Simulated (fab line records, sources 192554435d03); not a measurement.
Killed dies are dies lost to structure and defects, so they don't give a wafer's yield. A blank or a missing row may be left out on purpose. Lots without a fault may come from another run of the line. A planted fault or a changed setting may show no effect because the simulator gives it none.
Chamber matching | flow n5_finfet | N5_FIN_SAQP_DESCUM_21 on rie_diel-02: 4 sister chambers
The step chemistry O2, time 7.9 s. 4 wafers are shown with their chamber, then 7 later ones without.

WAFERS WITH THEIR CHAMBER
wafer  | chamber | oes_product_au (a.u.)
L084.3 | 2       | 0.66
L084.5 | 3       | 0.76
L085.3 | 1       | 0.73
L085.5 | 0       | 0.93

WAFERS WITHOUT THEIR CHAMBER
wafer  | oes_product_au (a.u.)
L085.6 | 0.76
L089.2 | 0.91
L089.4 | 0.73
L089.5 | 0.75
L090.1 | 0.91
L090.4 | 0.91
L090.6 | 0.75

WHICH CHAMBER EACH WENT THROUGH
wafer  | from the rows above     | in truth
L085.6 | 3                       | 3
L089.2 | 0                       | 0
L089.4 | 1                       | 1
L089.5 | can't be placed: 3 or 1 | 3
L090.1 | 0                       | 0
L090.4 | 0                       | 0
L090.6 | can't be placed: 3 or 1 | 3
Placed correctly: 5 of 7. Can't be placed from these rows: 2 (the true chamber is among the candidates in 2). Placed wrongly: 0.
How it was worked out, from the rows above alone: a wafer's distance from a chamber is the root of the sum, over the readings, of the square of ((its reading less the chamber's mean) divided by the reading's scatter). The wafer belongs to the nearest chamber; if the next one is less than 2 further off, it can't be placed. A chamber's mean is the mean of its shown wafers. The scatter: with one shown wafer a chamber, the root of the mean of the squares of how far each hidden wafer lies from its nearest shown one.
